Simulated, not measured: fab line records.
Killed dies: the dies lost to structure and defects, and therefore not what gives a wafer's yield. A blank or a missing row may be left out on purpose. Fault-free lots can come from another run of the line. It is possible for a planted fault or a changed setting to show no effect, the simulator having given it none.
One fault through the eyes of 2 desks ; flow n5-finfet ; every desk sees just its own numbers, and what lay behind them comes last

## FOR THE TOOL OWNER'S DESK: rie-diel-02
The tool's own readings at N5_BEOL_M1_TRENCH_ETCH_37 (etches SiOC in C4F6/O2, target depth 55.207 nm, time 29 s): means of the sampled wafers that have a number, for each lot that ran on this tool. The brackets show how far a lot's mean lies from the usual mean; more than 4 standard deviations puts the lot out of limits, marked OUT. Of its 9 readings 7 are shown: the one that was out of limits first, and those that lie furthest out on some lot.
Columns: A = C4F6_flow_sccm at N5_BEOL_M1_TRENCH_ETCH_37, usual 10.000 sccm; B = oes_f_703_au at N5_BEOL_M1_TRENCH_ETCH_37, usual 0.77 a.u.; C = oes_o_777_au at N5_BEOL_M1_TRENCH_ETCH_37, usual 0.77 a.u.; D = oes-product-au at N5_BEOL_M1_TRENCH_ETCH_37, usual 0.77 a.u.; E = rf-fwd-power-W at N5_BEOL_M1_TRENCH_ETCH_37, usual 350.5 W; F = rf-vpp-V at N5_BEOL_M1_TRENCH_ETCH_37, usual 662 V; G = showerhead-plenum-p-Torr at N5_BEOL_M1_TRENCH_ETCH_37, usual 2.90 Torr
lot;first seen here;A;B;C;D;E;F;G
L290;day 8 18:21;10.006;0.83;0.83;0.81;350.4;650;2.90
L291;day 9 12:08;10.002;0.89;0.89;0.88;351.0;643;2.97
L297;day 10 09:26;9.973;0.95;0.93;0.80;422.0 (+51) OUT;600;2.92
Finding of this desk: L297 out of limits; the first was L297 at day 10 09:26, on rf-fwd-power-W at N5_BEOL_M1_TRENCH_ETCH_37. L290, L291 stayed within limits.

## METROLOGY DESK
Lot by lot, what the gauges showed, no matter which tool ran the lot: averages of those sampled wafers that carry a number. The brackets show how far a lot's mean lies from the usual mean; more than 4 standard deviations puts the lot out of limits, marked OUT. It has 12 readings; the 7 that lie furthest out on some lot are the ones shown.
Columns: A = cd-nm at N5_BEOL_M1_CD_MEAS_18, usual 17.9 nm; B = trench-depth-nm at N5_BEOL_M1_OCD_MEAS_38, usual 55.0 nm; C = DIBL_P at N5_BEOL_M4_RC_MEAS_101, usual 36.6 mV/V; D = IOFF_P at N5_BEOL_M4_RC_MEAS_101, usual 0.21 nA/um; E = ION_P at N5_BEOL_M4_RC_MEAS_101, usual 460 uA/um; F = SS_N at N5_BEOL_M4_RC_MEAS_101, usual 71.4 mV/dec; G = VT_P at N5_BEOL_M4_RC_MEAS_101, usual -252 mV
lot;first seen here;A;B;C;D;E;F;G
L281;day 6 09:49;17.4;54.0;36.4;0.21;466;71.7;-248
L290;day 8 15:26;17.6;54.5;38.4;0.22;464;71.4;-253
L291;day 9 08:54;17.7;55.0;35.0;0.20;459;70.6;-250
L294;day 9 20:48;18.2;55.0;39.3;0.22;464;71.7;-252
L295;day 10 02:30;17.9;54.7;35.6;0.16;447;71.1;-259
L297;day 10 08:00;17.8;58.6;36.1;0.18;456;71.5;-253
L299;day 11 05:09;18.1;56.0;37.3;0.21;466;70.7;-251
L303;day 12 01:07;17.9;54.3;35.8;0.21;465;70.7;-250
This desk's verdict: no lot among the 8 shows anything out of limits.

## TAKEN TOGETHER
An alarm could have come from the tool owner's desk at day 10 09:26, on L297.
The metrology desk saw nothing out of limits.
The metrology desk holds a record of L297, inside its limits.
The lots listed all ran N5_BEOL_M1_TRENCH_ETCH_37 on rie-diel-02.

## WHAT WAS PUT IN BY THE SIMULATOR
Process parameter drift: rie-diel-02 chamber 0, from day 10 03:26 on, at N5_BEOL_M1_TRENCH_ETCH_37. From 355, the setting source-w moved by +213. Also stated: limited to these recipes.
Struck lots among those shown: L297.
How many hours passed from the start of the fault until each desk's first out-of-limits reading: the tool owner's desk, 6.
